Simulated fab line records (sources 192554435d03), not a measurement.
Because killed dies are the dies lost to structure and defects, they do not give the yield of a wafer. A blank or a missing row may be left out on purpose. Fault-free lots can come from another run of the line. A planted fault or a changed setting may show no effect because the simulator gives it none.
A lot that was struck, set against a sound lot	flow n5 finfet	43 out of 1938 route steps
Sound: these wafers, L616.2, L616.4, L616.5. Struck: wafer L636.5 (L636.2, L636.6, from the same lot, were not struck and are left out); the cause is given at the end.
Per side, at each step with rows, come the tool, then ch with its chambers, and then its first start. Under that, the readings that differ: sound wafers	struck wafers	difference of the means	sigmas: that difference in standard deviations of wafers without a fault.
alike: a reading whose means differ by less than 2 such deviations, as well as words and numbers matching on both sides. not compared: withheld readings; readings where some wafer has no value; bounds like >300 that might hide an equal value; numbers whose values overlap and for which the record gives no deviation.
The two part at a step that has a row with sigmas, a row that says differs or no value, or rows on one side only. Non-overlapping numbers with no deviation appear without sigmas and do not part them. Lack of a reading on every wafer of one side parts them only where that side has two or more wafers.

first, 3 steps without rows for these wafers: N5_BEOL_M5_EXPOSE_25 (exposes mask V4, defocus 10 nm); N5_BEOL_M5_PEB_26 (peb time 60 s); N5_BEOL_M5_DEVELOP_27 (develop time 30 s).
N5_BEOL_M5_CD_MEAS_28: target cd 30.6 nm, target cd y 20 nm.
  sound on cd sem-01 ch 0, day 10 00:20; struck on cd sem-02 ch 0, day 14 17:13
  alike: cd nm
N5_BEOL_M5_OVL_MEAS_29:
  sound on overlay-02 ch 0, day 10 00:22; struck on overlay-01 ch 0, day 14 17:14
  alike: V4_OVL
N5_BEOL_M5_INSPECT_30: inspects for defects (brightfield).
  sound: defect inspect-01 at day 10 00:25; struck: defect inspect-01 at day 14 17:17
  alike: raw defect count
then, 6 steps without rows for these wafers: N5_BEOL_M5_DESCUM_33 (chemistry O2, time 7 s); N5_BEOL_M5_ETCH_75 (etches underlayer in N2/H2, target depth 6.5 nm, time 5.2 s); N5_BEOL_M5_ETCH_67 (etches SiARC in CF4, target depth 15.6 nm, time 26 s); N5_BEOL_M5_ETCH_68 (etches SOC in N2/H2, target depth 80 nm, overetch 16 nm, time 120 s); N5_BEOL_M5_STRIP_69 (strips in N2/H2); N5_BEOL_M5_STRIP_76 (strips in N2/H2).
N5_BEOL_M5_VIA_ETCH_34: etches SiCOH lowk in C4F6/O2, target depth 88.3 nm, time 39.2 s.
  sound on rie diel-06 ch 1,2, day 10 00:56; struck on rie diel-04 ch 0, day 14 17:31
  alike: drypump motor current A, oes product au, rf vpp V, showerhead plenum p Torr, throttle valve pct
  not compared: rf hours counter h
then, 5 steps without rows for these wafers: N5_BEOL_M5_STRIP_85 (strips in C4F6/O2); N5_BEOL_M5_STRIP_36 (strips in N2/H2); N5_BEOL_M5_TRENCH_ETCH_37 (etches SiCOH lowk in C4F6/O2, target depth 71.652 nm, time 24.7 s); N5_BEOL_M5_ETCH_41 (etches SiCN in CH3F/O2, target depth 31.5 nm, time 56.7 s); N5_BEOL_M5_STRIP_91 (strips in N2/H2, time 10 s).
N5_BEOL_M5_OCD_MEAS_38:
  sound: ocd-01 at day 10 01:10; struck: ocd-02 at day 14 17:45
  alike: trench depth nm
then, 4 steps without rows for these wafers: N5_BEOL_M5_HM_STRIP_39 (strips TiN in peroxide tin strip, target depth 25 nm, time 158 s); N5_BEOL_M5_SRD_40 (time 30 s); N5_BEOL_M5_PRECLEAN_42 (cleans in residue remover, time 60 s); N5_BEOL_M5_SRD_43 (time 30 s).
N5_BEOL_M5_CD_MEAS_35: target cd 28 nm, target cd y 24 nm.
  sound: cd sem-02 at day 10 01:19; struck: cd sem-03 at day 14 17:54
  alike: cd nm
then, 8 steps without rows for these wafers: N5_BEOL_M5_CURE_80 (cures SiCOH lowk, time 120 s); N5_BEOL_M5_DEGAS_44 (time 60 s); N5_BEOL_M5_PRE_CLEAN_45 (time 30 s); N5_BEOL_M5_ALD_86 (deposits TaN, pulse time 2 s, purge time 3 s, co reactant purge time 2 s); N5_BEOL_M5_SURFACE_TREAT_87; N5_BEOL_M5_CVD_47 (deposits Co from CCTBA/H2, target thk 3 nm, time 216 s); N5_BEOL_M5_SPUTTER_48 (material Cu, target thk 15 nm, time 27.62 s); N5_BEOL_M5_ANNEAL_49 (time 1800 s).
N5_BEOL_M5_SPUTTER_81: material Cu, target thk 15 nm, time 27.62 s.
  sound: pvd sputter-01 at day 10 05:11; struck: pvd sputter-01 at day 14 20:29
  alike: throttle valve pct
N5_BEOL_M5_ANNEAL_82: time 1800 s.
  sound: pvd sputter-01 at day 10 05:16; struck: pvd sputter-01 at day 14 20:34
  alike: heater power w
then, 2 steps without rows for these wafers: N5_BEOL_M5_SPUTTER_83 (material Cu, target thk 15 nm, time 27.62 s); N5_BEOL_M5_ANNEAL_84 (time 1800 s).
N5_BEOL_M5_SPUTTER_88: material Cu, target thk 15 nm, time 27.62 s.
  sound: pvd sputter-01 at day 10 07:21; struck: pvd sputter-01 at day 14 22:40
  alike: throttle valve pct
N5_BEOL_M5_ANNEAL_89: time 1800 s.
  sound: pvd sputter-01 at day 10 07:26; struck: pvd sputter-01 at day 14 22:44
  alike: heater power w
N5_BEOL_M5_SPUTTER_90: material Cu, target thk 4.5 nm, time 8.29 s.
  sound: pvd sputter-01 at day 10 08:26; struck: pvd sputter-01 at day 14 23:44
  alike: throttle valve pct
then, 3 steps without rows for these wafers: N5_BEOL_M5_ECD_50 (material Cu, target thk 300 nm); N5_BEOL_M5_ANNEAL_51 (time 90 s); N5_BEOL_M5_CMP_52 (polishes, stops on SiCOH lowk, t overpolish 6.9 s, target thk 62 nm).
-- record jumps: 4 days separate the struck wafers' starts on either side; left off in module BEOL_M5, taken up again in module PASSIVATION, whose first shown step is the route's number 1936 --
N5_PASSIVATION_PROBE_49:
  rows exist in the record for the struck wafers here (prober-02, day 18 22:29), but not for the sound ones

WHERE THEY PART
Only at N5_PASSIVATION_PROBE_49, as far as this record shows.

WHY: what had been put in by the simulator
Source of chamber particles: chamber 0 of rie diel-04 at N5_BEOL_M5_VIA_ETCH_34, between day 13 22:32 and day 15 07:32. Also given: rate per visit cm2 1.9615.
